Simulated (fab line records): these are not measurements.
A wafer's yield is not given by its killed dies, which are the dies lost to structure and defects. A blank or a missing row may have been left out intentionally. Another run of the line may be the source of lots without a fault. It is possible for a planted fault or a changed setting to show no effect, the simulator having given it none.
fab line records	flow n5Finfet
record: lots: 7	wafers: 39
route steps=1938 shown ZERO_LAYER@16 FIN_SAQP@96 DUMMY_GATE@234 HKMG_FIN@442 MOL_CONTACT_COAG@581 BEOL_M0_CUTY@711 BEOL_M1@811 BEOL_M3@1004 BEOL_M5@1160 BEOL_M7@1267 BEOL_M9@1440 BEOL_M12@1639 BEOL_M14@1762 MIM_BOT_LITHO@1860 PASSIVATION@1936
startH: the number of hours between the record's first day and the start of the first shown wafer of the lot	waitH: hours since the lot's step before	" the same as in the row above	L1.1+2: a row that stands for several wafers	- no value, or no start was given	* or withheld: withheld	< > ~ a bound
route shown NAME@n: NAME is a module with steps in the file, n the number in the route of the first one	usual: mean/standard deviation of fault-free wafers	same: alike in all rows	chamber/n: place in a boat	sites: readings site by site	_std_site: the standard deviation of these	_edge_site: inner sites' mean taken away from outer sites' mean	radiusMm: for every site, how far away it sits from the centre of the wafer	mask NAME#n: copy n	behind: the last tool/chamber to shape the wafer	hold: why the lot was held/for how many hours/how that ended	device: whichever transistor did not switch (one of n, p or np)	end of line: the same wafers' tests at the end of the route	a step with no rows: only its recipe	killed: the dies lost at the first sort to structure and to defects; this is not the yield of the wafer	map: a wafer's dies, x killed, . not, _ none there
set.NAME: the setting as run; set.NAME@STEP: as run at that earlier step	model.NAME: the simulator's own value behind a step, which no gauge read
lots where settings were altered on purpose, with a table for each step and a row for each wafer
== steps ==
step: N5_ZERO_LAYER_ETCH_18
recipe: chemistry: HBr/Cl2	target: Si	targetDepthA: 1200	timeS: 40	pressureMtorr: 10	icpW: 800	biasW: 75	HBr_flow_sccm: 150	Cl2_flow_sccm: 80
step: N5_FIN_SAQP_HM_DEP_03
recipe: material: SiNx	targetThkA: 380	tempC: 400	precursor: SiH4/NH3/N2	pressureTorr: 1.5	rfW: 300	timeS: 33.6
step: N5_DUMMY_GATE_DESCUM_20
recipe: chemistry: O2	timeS: 6.2	sourcePowerW: 50	biasPowerW: 20	pressureMtorr: 20	rfFrequencyHz: 2.712e+07	tempC: 40	resist: CAR-EUV	o2FlowSccm: 225
step: N5_HKMG_FIN_ALD_91
recipe: material: TiN	targetThkA: 10	tempC: 400	aldPrecursorFamily: TiCl4	aldCoReactant: NH3	pulseTimeS: 1	purgeTimeS: 3	coReactantPurgeTimeS: 2	coReactantPulseTimeS: 2	aldCycles: 47	pressureTorr: 3
step: N5_MOL_CONTACT_COAG_ETCH_91
recipe: chemistry: N2/H2	target: SOC	targetDepthA: 600	overetchA: 210	maskMaterial: SiARC	tempC: 40	timeS: 101.2	ionEnergyEv: 200	pressureMtorr: 30	sourceW: 840	biasW: 150	n2FlowSccm: 200	h2FlowSccm: 200
step: N5_BEOL_M0_CUTY_DESCUM_61
recipe: chemistry: O2	timeS: 7.9	sourcePowerW: 50	biasPowerW: 20	pressureMtorr: 20	rfFrequencyHz: 2.712e+07	tempC: 40	resist: CAR-ArF-block	o2FlowSccm: 225
step: N5_BEOL_M1_ALD_84
recipe: material: TaN	targetThkA: *	tempC: 275	aldPrecursorFamily: PDMAT	aldCoReactant: NH3	pressureTorr: 3	carrierFlowSccm: 1500	pulseTimeS: 2	purgeTimeS: 3	coReactantPurgeTimeS: 2	coReactantPulseTimeS: 3	aldCycles: 30	precursorVesselTempC: 75	precursorVesselPressureTorr: 26.25	precursorVesselCarrierSccm: 1000
step: N5_BEOL_M3_SPUTTER_90
recipe: material: Cu	targetThkA: 45	tempC: -20	chamberPressurePa: 0.07	powerW: withheld	timeS: 8.29
step: N5_BEOL_M5_TRENCH_ETCH_37
recipe: chemistry: C4F6/O2	targetDepthA: 716.52	target: SiCOH_lowk	timeS: 24.7	ionEnergyEv: 250	pressureMtorr: 30	sourceW: 345	biasW: 185	Ar_flow_sccm: 300	C4F6_flow_sccm: 10	O2_flow_sccm: 10
step: N5_BEOL_M7_HM_DEP_02
recipe: material: TiN	targetThkA: 200	tempC: 25	chamberPressurePa: 0.49996
step: N5_BEOL_M9_ETCH_66
recipe: chemistry: N2/H2	target: SOC	targetDepthA: 800	overetchA: 160	maskMaterial: SiARC	tempC: 40	timeS: 120	ionEnergyEv: 200	pressureMtorr: 30	sourceW: 840	biasW: 150	n2FlowSccm: 200	h2FlowSccm: 200
step: N5_BEOL_M12_TRENCH_ETCH_34
recipe: chemistry: C4F8/O2/Ar	target: SiOC	targetDepthA: 3189.5	maskMaterial: SOC	pressureMtorr: 30	sourceW: 3000	biasW: 700	Ar_flow_sccm: 400	C4F8_flow_sccm: 15	O2_flow_sccm: 8	heInnerTorr: 15	heOuterTorr: 30	timeS: 125.5	ionEnergyEv: 250
step: N5_BEOL_M14_SPUTTER_43
recipe: material: TaN	targetThkA: 150	tempC: 50	biasV: 168.6	powerW: 15000	chamberPressurePa: 0.12	timeS: 24.19
step: N5_MIM_BOT_LITHO_DEVELOP_07
recipe: developTimeS: 60	rinseLiquid: diw	dry: airSpin	devTempC: 21
step: N5_PASSIVATION_PROBE_49
usual: sort_bin_8_speed: 0.1/0.92
lot.wafer	tool	chamber	startH	waitH	set.targetDepthA@ZERO_LAYER_ETCH_18	set.timeS@FIN_SAQP_HM_DEP_03	set.timeS@DUMMY_GATE_DESCUM_20	set.aldCycles@HKMG_FIN_ALD_91	set.targetDepthA@MOL_CONTACT_COAG_ETCH_91	set.timeS@BEOL_M0_CUTY_DESCUM_61	set.aldCycles@BEOL_M1_ALD_84	set.timeS@BEOL_M3_SPUTTER_90	set.targetDepthA@BEOL_M5_TRENCH_ETCH_37	set.targetThkA@BEOL_M7_HM_DEP_02	set.timeS@BEOL_M9_ETCH_66	set.timeS@BEOL_M12_TRENCH_ETCH_34	set.targetThkA@BEOL_M14_SPUTTER_43	set.developTimeS@MIM_BOT_LITHO_DEVELOP_07	sort_bin_8_speed[%]
L082.2	prober-02	-	392.30	0.1	1200	33.6	6.2	47	600	7.9	30	8.29	716.52	200	120	125.5	150	60	0
L082.3	prober-02	-	392.35	0.1	1200	33.6	6.2	47	600	7.9	30	8.29	716.52	200	120	125.5	150	60	0
L082.6	prober-02	-	392.50	0.3	1200	33.6	6.2	47	600	7.9	30	8.29	716.52	200	120	125.5	150	60	0
L086.1	prober-01	-	405.24	0.0	1200	33.6	4.731	47	600	7.9	30	8.29	420	200	153.9	125.5	75.22	50.81	8.0
L086.2	prober-01	-	405.29	0.1	1200	33.6	6.2	47	600	10.61	30	3.469	716.52	200	153.9	125.5	150	50.81	0
L086.3	prober-01	-	405.34	0.1	1200	33.6	4.731	47	317.9	10.61	44	3.469	420	200	120	125.5	150	60	0
L086.4	prober-01	-	405.39	0.2	1200	33.6	4.731	47	317.9	7.9	44	3.469	716.52	200	153.9	64.64	75.22	60	0
L086.5	prober-01	-	405.44	0.2	1200	33.6	6.2	47	600	7.9	44	8.29	420	200	120	64.64	75.22	60	17.1
L086.6	prober-01	-	405.49	0.3	1200	33.6	6.2	47	317.9	10.61	30	8.29	716.52	200	120	64.64	150	50.81	0
L089.1	prober-02	-	422.42	0.0	1631	42.65	7.318	57	600	12.27	30	3.396	716.52	299.2	120	106.6	150	60	35.1
L089.2	prober-02	-	422.47	0.1	1200	33.6	7.318	47	600	7.9	38	3.396	716.52	299.2	120	106.6	184	60	0
L089.3	prober-02	-	422.52	0.1	1200	42.65	6.2	57	600	12.27	38	8.29	716.52	200	120	106.6	184	90.24	84.0
L089.4	prober-02	-	422.57	0.2	1200	33.6	7.318	47	600	12.27	30	8.29	716.52	299.2	120	125.5	150	90.24	0
L089.5	prober-02	-	422.62	0.2	1631	42.65	6.2	47	600	7.9	30	3.396	716.52	200	120	125.5	184	90.24	0
L089.6	prober-02	-	422.67	0.3	1631	33.6	6.2	57	600	7.9	38	8.29	716.52	200	120	125.5	150	60	2.1
L093.1	prober-01	-	450.88	0.0	1200	33.6	6.2	47	600	7.9	30	8.29	716.52	200	156.9	75.68	150	60	0.9
L093.2	prober-01	-	450.93	0.1	1200	33.6	6.2	47	600	11.54	38	8.29	602.8	200	156.9	75.68	150	88.38	0.5
L093.3	prober-01	-	450.98	0.1	1200	33.6	8.698	47	600	7.9	38	4.062	602.8	200	156.9	125.5	211.3	60	0
L093.4	prober-01	-	451.03	0.2	1200	33.6	8.698	47	471.1	11.54	30	4.062	602.8	200	120	125.5	150	88.38	0
L093.5	prober-01	-	451.08	0.2	1200	33.6	6.2	47	471.1	7.9	30	4.062	716.52	200	120	75.68	211.3	60	0.8
L093.6	prober-01	-	451.13	0.3	1200	33.6	8.698	47	471.1	11.54	38	8.29	716.52	200	120	125.5	211.3	88.38	0
L094.1	prober-02	-	456.14	0.0	1200	33.6	8.912	47	828.4	7.9	30	8.29	716.52	200	120	57.82	106.6	60	17.4
L094.2	prober-02	-	456.19	0.1	1200	33.6	8.912	47	828.4	3.19	44	8.29	716.52	200	120	57.82	150	30.38	21.7
L094.3	prober-02	-	456.24	0.1	1200	33.6	8.912	60	600	7.9	44	4.623	716.52	200	154.3	125.5	106.6	30.38	91.4
L094.4	prober-02	-	456.29	0.2	1200	33.6	6.2	60	600	3.19	30	8.29	716.52	200	154.3	125.5	106.6	60	87.5
L094.5	prober-02	-	456.34	0.2	1200	33.6	6.2	60	828.4	7.9	30	4.623	716.52	200	154.3	57.82	150	30.38	84.3
L094.6	prober-02	-	456.39	0.3	1200	33.6	6.2	47	600	3.19	44	4.623	716.52	200	120	125.5	150	60	0
L092.1	prober-01	-	468.81	0.0	1200	14.1	6.2	55	600	7.9	35	11.77	716.52	200	120	125.5	90.26	60	2.4
L092.2	prober-01	-	468.86	0.1	1795	14.1	6.2	47	600	7.9	35	8.29	716.52	200	161.6	70.32	150	60	3.3
L092.3	prober-01	-	468.91	0.1	1200	33.6	6.2	47	600	4.26	30	8.29	716.52	200	161.6	125.5	90.26	60	0.1
L092.4	prober-01	-	468.96	0.2	1200	33.6	6.2	47	600	7.9	30	11.77	837.2	200	120	70.32	90.26	60	2.5
L092.5	prober-01	-	469.01	0.2	1795	14.1	6.2	55	600	4.26	30	11.77	837.2	200	161.6	70.32	150	60	10.5
L092.6	prober-01	-	469.06	0.3	1795	33.6	6.2	55	600	4.26	35	8.29	837.2	200	120	125.5	150	60	6.8
L097.1	prober-01	-	477.15	0.0	1200	25.65	6.2	47	871.5	9.36	30	8.29	570.7	270.1	120	106.6	150	35.39	0.1
L097.2	prober-01	-	477.20	0.1	1200	33.6	6.2	61	871.5	9.36	30	8.29	716.52	200	98.95	106.6	91.84	60	75.8
L097.3	prober-01	-	477.25	0.1	1200	25.65	6.2	61	600	7.9	30	8.29	570.7	270.1	98.95	125.5	150	60	50.6
L097.4	prober-01	-	477.30	0.2	1200	25.65	6.2	47	600	7.9	30	8.29	716.52	200	98.95	125.5	150	35.39	0
L097.5	prober-01	-	477.35	0.2	1200	33.6	6.2	47	600	9.36	30	8.29	570.7	200	120	125.5	91.84	60	0
L097.6	prober-01	-	477.40	0.3	1200	33.6	6.2	61	871.5	7.9	30	8.29	716.52	270.1	120	106.6	91.84	35.39	32.3
killed by level:class
L082.2 MOL_CONTACT_COAG:geometricParticle:open=34 FIN_SAQP:geometricParticle:open=15 BEOL_M4:geometricParticle:open=14 BEOL_M0_SAQP:geometricParticle:open=8 GATE_CUT:geometricParticle:short=7 BEOL_M3:geometricParticle:open=7 FIN_SAQP:geometricParticle:short=6 BEOL_M0_SAQP:geometricParticle:short=6
L082.3 MOL_CONTACT_COAG:geometricParticle:open=19 BEOL_M3:geometricParticle:open=13 BEOL_M4:geometricParticle:open=12 BEOL_M2:geometricParticle:open=11 GATE_CUT:geometricParticle:short=7 BEOL_M1:geometricParticle:open=6 STI_FIN_REVEAL:geometricParticle:open=4 BEOL_M0_SAQP:geometricParticle:short=4
L082.6 FIN_SAQP:geometricParticle:open=17 MOL_CONTACT_COAG:geometricParticle:open=14 BEOL_M4:geometricParticle:open=10 MOL_CONTACT_COAG:geometricParticle:short=6 BEOL_M3:geometricParticle:open=6 GATE_CUT:geometricParticle:short=4 FIN_SAQP:geometricParticle:short=3 DUMMY_GATE:geometricParticle:open=3
L086.1 BEOL_M5:areaEcd=94 FIN_SAQP:geometricParticle:open=14 FIN_SAQP:geometricParticle:short=9 MOL_CONTACT_COAG:geometricParticle:open=8 BEOL_M0_SAQP:geometricParticle:open=8 BEOL_M0_SAQP:geometricParticle:short=8 BEOL_M1:geometricParticle:open=8 BEOL_M2:geometricParticle:open=6
L086.2 FIN_SAQP:geometricParticle:open=8 MOL_CONTACT_COAG:geometricParticle:open=8 BEOL_M2:geometricParticle:short=7 BEOL_M2:geometricParticle:open=6 FIN_SAQP:geometricParticle:short=5 GATE_CUT:geometricParticle:short=5 BEOL_M0_SAQP:geometricParticle:open=5 STARTING-WAFER:geometricParticle:short=4
L086.3 MOL_CONTACT_COAG:areaEtch=1092 BEOL_M0_SAQP:geometricParticle:open=11 BEOL_M4:geometricParticle:open=9 FIN_SAQP:geometricParticle:open=8 BEOL_M1:geometricParticle:open=8 GATE_CUT:geometricParticle:short=5 BEOL_M2:geometricParticle:open=5 MOL_CONTACT_COAG:geometricParticle:open=4
L086.4 MOL_CONTACT_COAG:areaEtch=1061 BEOL_M4:geometricParticle:open=14 BEOL_M2:geometricParticle:open=11 BEOL_M0_SAQP:geometricParticle:open=9 FIN_SAQP:geometricParticle:open=8 DUMMY_GATE:geometricParticle:open=8 STARTING-WAFER:geometricParticle:open=6 FIN_SAQP:geometricParticle:short=5
L086.5 BEOL_M5:areaEcd=122 BEOL_M12:areaEcd=80 BEOL_M2:geometricParticle:open=9 MOL_CONTACT_COAG:geometricParticle:open=8 BEOL_M0_SAQP:geometricParticle:open=8 BEOL_M1:geometricParticle:open=8 BEOL_M0_SAQP:geometricParticle:short=6 FIN_SAQP:geometricParticle:open=5
L086.6 MOL_CONTACT_COAG:areaEtch=1062 FIN_SAQP:geometricParticle:open=14 BEOL_M0_SAQP:geometricParticle:open=14 BEOL_M2:geometricParticle:open=12 BEOL_M0_SAQP:geometricParticle:short=8 FIN_SAQP:geometricParticle:short=7 BEOL_M1:geometricParticle:open=7 GATE_CUT:geometricParticle:open=6
L089.1 BEOL_M7:areaOpen=676 STI_FIN_REVEAL:geometricParticle:open=10 MOL_CONTACT_COAG:geometricParticle:open=10 BEOL_M0_SAQP:geometricParticle:short=5 BEOL_M1:geometricParticle:open=5 STI_FIN_REVEAL:geometricParticle:short=4 MOL_CONTACT_COAG:geometricParticle:short=4 BEOL_M13:coatMicrobubblePrinted=4
L089.2 BEOL_M7:areaOpen=1032 MOL_CONTACT_COAG:geometricParticle:open=17 STI_FIN_REVEAL:geometricParticle:open=14 BEOL_M1:geometricParticle:short=7 BEOL_M2:geometricParticle:open=6 BEOL_M4:geometricParticle:open=6 DUMMY_GATE:geometricParticle:open=5 BEOL_M0_SAQP:geometricParticle:short=4
L089.3 MOL_CONTACT_COAG:geometricParticle:open=23 BEOL_M4:geometricParticle:open=17 STI_FIN_REVEAL:geometricParticle:open=14 BEOL_M0_SAQP:geometricParticle:open=13 BEOL_M1:geometricParticle:open=9 BEOL_M2:geometricParticle:open=8 DUMMY_GATE:geometricParticle:open=6 MOL_CONTACT_COAG:geometricParticle:short=6
L089.4 BEOL_M7:areaOpen=1089 MOL_CONTACT_COAG:geometricParticle:open=18 STI_FIN_REVEAL:geometricParticle:open=7 MOL_CONTACT_COAG:geometricParticle:short=7 BEOL_M0_SAQP:geometricParticle:open=6 BEOL_M1:geometricParticle:open=3 BEOL_M3:geometricParticle:short=3 SPACER0:geometricParticle:short=2
L089.5 STI_FIN_REVEAL:geometricParticle:open=42 FIN_SAQP:geometricParticle:open=11 BEOL_M0_SAQP:geometricParticle:short=11 BEOL_M2:geometricParticle:open=11 BEOL_M0_SAQP:geometricParticle:open=10 BEOL_M4:geometricParticle:open=9 MOL_CONTACT_COAG:geometricParticle:short=7 MOL_CONTACT_COAG:geometricParticle:open=5
L089.6 STI_FIN_REVEAL:geometricParticle:open=21 MOL_CONTACT_COAG:geometricParticle:open=18 BEOL_M0_SAQP:geometricParticle:short=11 BEOL_M2:geometricParticle:open=6 BEOL_M0_SAQP:geometricParticle:open=5 FIN_SAQP:geometricParticle:open=3 STI_FIN_REVEAL:geometricParticle:short=3 DUMMY_GATE:geometricParticle:open=3
L093.1 BEOL_M0_SAQP:geometricParticle:open=13 BEOL_M4:geometricParticle:open=11 BEOL_M12:areaEcd=11 STI_FIN_REVEAL:geometricParticle:open=10 BEOL_M1:geometricParticle:open=9 MOL_CONTACT_COAG:geometricParticle:open=8 BEOL_M0_SAQP:geometricParticle:short=7 BEOL_M2:geometricParticle:open=6
L093.2 FIN_SAQP:geometricParticle:short=15 MOL_CONTACT_COAG:geometricParticle:open=13 BEOL_M3:geometricParticle:open=10 BEOL_M4:geometricParticle:open=8 BEOL_M2:geometricParticle:open=8 MOL_CONTACT_COAG:geometricParticle:short=7 BEOL_M0_SAQP:geometricParticle:open=7 BEOL_M0_SAQP:geometricParticle:short=6
L093.3 BEOL_M0_SAQP:geometricParticle:short=16 MOL_CONTACT_COAG:geometricParticle:open=11 FIN_SAQP:geometricParticle:short=10 BEOL_M3:geometricParticle:open=9 FIN_SAQP:geometricParticle:open=7 BEOL_M0_SAQP:geometricParticle:open=6 BEOL_M1:geometricParticle:open=6 GATE_CUT:geometricParticle:short=5
L093.4 MOL_CONTACT_COAG:geometricParticle:open=13 BEOL_M2:geometricParticle:open=12 DUMMY_GATE:geometricParticle:open=10 FIN_SAQP:geometricParticle:open=9 FIN_SAQP:geometricParticle:short=9 BEOL_M0_SAQP:geometricParticle:open=8 BEOL_M3:geometricParticle:open=8 BEOL_M4:geometricParticle:open=8
L093.5 FIN_SAQP:geometricParticle:open=15 STI_FIN_REVEAL:geometricParticle:open=15 BEOL_M2:geometricParticle:open=13 MOL_CONTACT_COAG:geometricParticle:open=12 FIN_SAQP:geometricParticle:short=11 BEOL_M1:geometricParticle:open=10 BEOL_M4:geometricParticle:open=9 BEOL_M12:areaEcd=9
L093.6 MOL_CONTACT_COAG:geometricParticle:open=16 BEOL_M1:geometricParticle:open=15 BEOL_M2:geometricParticle:open=12 FIN_SAQP:geometricParticle:open=10 BEOL_M3:geometricParticle:open=9 STI_FIN_REVEAL:geometricParticle:open=8 MOL_CONTACT_COAG:geometricParticle:short=8 STARTING-WAFER:geometricParticle:open=7
L094.1 BEOL_M12:areaEcd=205 FIN_SAQP:geometricParticle:short=19 BEOL_M2:geometricParticle:open=16 FIN_SAQP:geometricParticle:open=10 MOL_CONTACT_COAG:geometricParticle:open=7 BEOL_M4:geometricParticle:open=5 BEOL_M0:geometricParticle:open=4 BEOL_M3:geometricParticle:open=4
L094.2 BEOL_M12:areaEcd=256 FIN_SAQP:geometricParticle:open=14 MOL_CONTACT_COAG:geometricParticle:open=13 BEOL_M0_SAQP:geometricParticle:short=12 BEOL_M3:geometricParticle:open=10 FIN_SAQP:geometricParticle:short=8 BEOL_M2:geometricParticle:open=6 STARTING-WAFER:geometricParticle:open=6
L094.3 BEOL_M4:geometricParticle:open=15 FIN_SAQP:geometricParticle:short=11 BEOL_M2:geometricParticle:open=9 MOL_CONTACT_COAG:geometricParticle:open=8 FIN_SAQP:geometricParticle:open=7 BEOL_M3:geometricParticle:open=7 STI_FIN_REVEAL:geometricParticle:open=5 BEOL_M0:geometricParticle:open=5
L094.4 FIN_SAQP:geometricParticle:open=28 FIN_SAQP:geometricParticle:short=15 BEOL_M2:geometricParticle:open=15 STI_FIN_REVEAL:geometricParticle:open=12 BEOL_M0:geometricParticle:open=6 BEOL_M3:geometricParticle:open=6 GATE_CUT:geometricParticle:short=4 MOL_CONTACT_COAG:geometricParticle:open=4
L094.5 BEOL_M12:areaEcd=205 FIN_SAQP:geometricParticle:open=19 MOL_CONTACT_COAG:geometricParticle:open=17 STI_FIN_REVEAL:geometricParticle:open=12 BEOL_M2:geometricParticle:open=7 BEOL_M3:geometricParticle:open=7 BEOL_M0_SAQP:geometricParticle:short=7 BEOL_M0:geometricParticle:open=7
L094.6 BEOL_M2:geometricParticle:open=13 STI_FIN_REVEAL:geometricParticle:open=10 FIN_SAQP:geometricParticle:open=9 FIN_SAQP:geometricParticle:short=7 MOL_CONTACT_COAG:geometricParticle:open=7 STARTING-WAFER:geometricParticle:short=5 BEOL_M0_SAQP:geometricParticle:short=5 MOL_CONTACT_COAG:geometricParticle:short=4
L092.1 BEOL_M0_SAQP:geometricParticle:open=17 BEOL_M0_SAQP:geometricParticle:short=13 FIN_SAQP:geometricParticle:open=9 BEOL_M4:geometricParticle:open=6 STI_FIN_REVEAL:geometricParticle:open=4 MOL_CONTACT_COAG:geometricParticle:open=4 BEOL_M3:geometricParticle:open=4 FIN_SAQP:geometricParticle:short=3
L092.2 BEOL_M12:areaEcd=39 BEOL_M0_SAQP:geometricParticle:open=14 BEOL_M0_SAQP:geometricParticle:short=9 BEOL_M2:geometricParticle:open=9 MOL_CONTACT_COAG:geometricParticle:open=8 BEOL_M1:geometricParticle:open=7 BEOL_M4:geometricParticle:open=7 FIN_SAQP:geometricParticle:open=5
L092.3 FIN_SAQP:geometricParticle:open=9 BEOL_M2:geometricParticle:open=8 MOL_CONTACT_COAG:geometricParticle:open=8 BEOL_M3:geometricParticle:open=7 BEOL_M0_SAQP:geometricParticle:short=7 STI_FIN_REVEAL:geometricParticle:open=6 BEOL_M0_SAQP:geometricParticle:open=6 ILD0:geometricParticle:short=5
L092.4 BEOL_M12:areaEcd=29 MOL_CONTACT_COAG:geometricParticle:open=9 BEOL_M2:geometricParticle:open=8 BEOL_M3:geometricParticle:open=7 STI_FIN_REVEAL:geometricParticle:open=5 BEOL_M0_SAQP:geometricParticle:short=5 BEOL_M5:geometricParticle:short=3 BEOL_M4:geometricParticle:open=3
L092.5 BEOL_M12:areaEcd=22 BEOL_M2:geometricParticle:open=10 FIN_SAQP:geometricParticle:open=9 STI_FIN_REVEAL:geometricParticle:open=9 BEOL_M3:geometricParticle:open=9 BEOL_M0_SAQP:geometricParticle:open=5 STARTING-WAFER:geometricParticle:open=5 GATE_CUT:geometricParticle:short=4
L092.6 BEOL_M3:geometricParticle:open=12 MOL_CONTACT_COAG:geometricParticle:open=8 BEOL_M0_SAQP:geometricParticle:open=8 BEOL_M1:geometricParticle:open=8 BEOL_M4:geometricParticle:open=8 BEOL_M2:geometricParticle:open=7 STI_FIN_REVEAL:geometricParticle:open=5 MOL_CONTACT_COAG:geometricParticle:short=5
L097.1 MOL_CONTACT_COAG:geometricParticle:open=12 FIN_SAQP:geometricParticle:open=9 BEOL_M3:geometricParticle:open=8 FIN_SAQP:geometricParticle:short=6 BEOL_M2:geometricParticle:open=6 STARTING-WAFER:geometricParticle:open=5 BEOL_M0_SAQP:geometricParticle:open=4 BEOL_M1:geometricParticle:open=4
L097.2 MOL_CONTACT_COAG:geometricParticle:open=17 BEOL_M0_SAQP:geometricParticle:short=10 BEOL_M0_SAQP:geometricParticle:open=10 BEOL_M3:geometricParticle:open=9 BEOL_M4:geometricParticle:open=5 FIN_SAQP:geometricParticle:short=3 FIN_SAQP:geometricParticle:open=3 STI_FIN_REVEAL:geometricParticle:open=3
L097.3 BEOL_M7:areaOpen=78 MOL_CONTACT_COAG:geometricParticle:open=14 STI_FIN_REVEAL:geometricParticle:open=10 BEOL_M1:geometricParticle:open=9 BEOL_M2:geometricParticle:open=9 BEOL_M4:geometricParticle:open=7 FIN_SAQP:geometricParticle:open=6 BEOL_M0_SAQP:geometricParticle:open=5
L097.4 BEOL_M0_SAQP:geometricParticle:open=9 FIN_SAQP:geometricParticle:short=8 FIN_SAQP:geometricParticle:open=7 MOL_CONTACT_COAG:geometricParticle:open=7 BEOL_M3:geometricParticle:open=7 STI_FIN_REVEAL:geometricParticle:open=6 BEOL_M0_SAQP:geometricParticle:short=6 BEOL_M2:geometricParticle:open=3
L097.5 MOL_CONTACT_COAG:geometricParticle:open=22 BEOL_M3:geometricParticle:open=11 BEOL_M0_SAQP:geometricParticle:short=7 BEOL_M0:geometricParticle:open=7 BEOL_M4:geometricParticle:open=7 STI_FIN_REVEAL:geometricParticle:open=6 MOL_CONTACT_COAG:geometricParticle:short=6 FIN_SAQP:geometricParticle:open=5
L097.6 BEOL_M7:areaOpen=63 FIN_SAQP:geometricParticle:open=11 MOL_CONTACT_COAG:geometricParticle:open=9 BEOL_M3:geometricParticle:open=9 BEOL_M0_SAQP:geometricParticle:open=8 STI_FIN_REVEAL:geometricParticle:open=7 BEOL_M0_SAQP:geometricParticle:short=5 BEOL_M1:geometricParticle:open=5
== key ==
split: step: N5_ZERO_LAYER_ETCH_18	setting: targetDepthA	statedAs: 1200
response none clear
split: step: N5_FIN_SAQP_HM_DEP_03	setting: timeS	statedAs: 33.6
response none clear
split: step: N5_DUMMY_GATE_DESCUM_20	setting: timeS	statedAs: 6.2
response none clear
split: step: N5_HKMG_FIN_ALD_91	setting: aldCycles	statedAs: 47
response: step: N5_PASSIVATION_PROBE_49	reading: sort_bin_8_speed	slope: +2.2	per: 1%	togetherWith: all	explained: 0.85
split: step: N5_MOL_CONTACT_COAG_ETCH_91	setting: targetDepthA	statedAs: 600
response none clear
split: step: N5_BEOL_M0_CUTY_DESCUM_61	setting: timeS	statedAs: 7.9
response none clear
split: step: N5_BEOL_M1_ALD_84	setting: aldCycles	statedAs: 30
response none clear
split: step: N5_BEOL_M3_SPUTTER_90	setting: timeS	statedAs: 8.29
response none clear
split: step: N5_BEOL_M5_TRENCH_ETCH_37	setting: targetDepthA	statedAs: 716.52
response none clear
split: step: N5_BEOL_M7_HM_DEP_02	setting: targetThkA	statedAs: 200
response none clear
split: step: N5_BEOL_M9_ETCH_66	setting: timeS	statedAs: 120
response none clear
split: step: N5_BEOL_M12_TRENCH_ETCH_34	setting: timeS	statedAs: 125.5
response none clear
split: step: N5_BEOL_M14_SPUTTER_43	setting: targetThkA	statedAs: 150
response none clear
split: step: N5_MIM_BOT_LITHO_DEVELOP_07	setting: developTimeS	statedAs: 60
response none clear
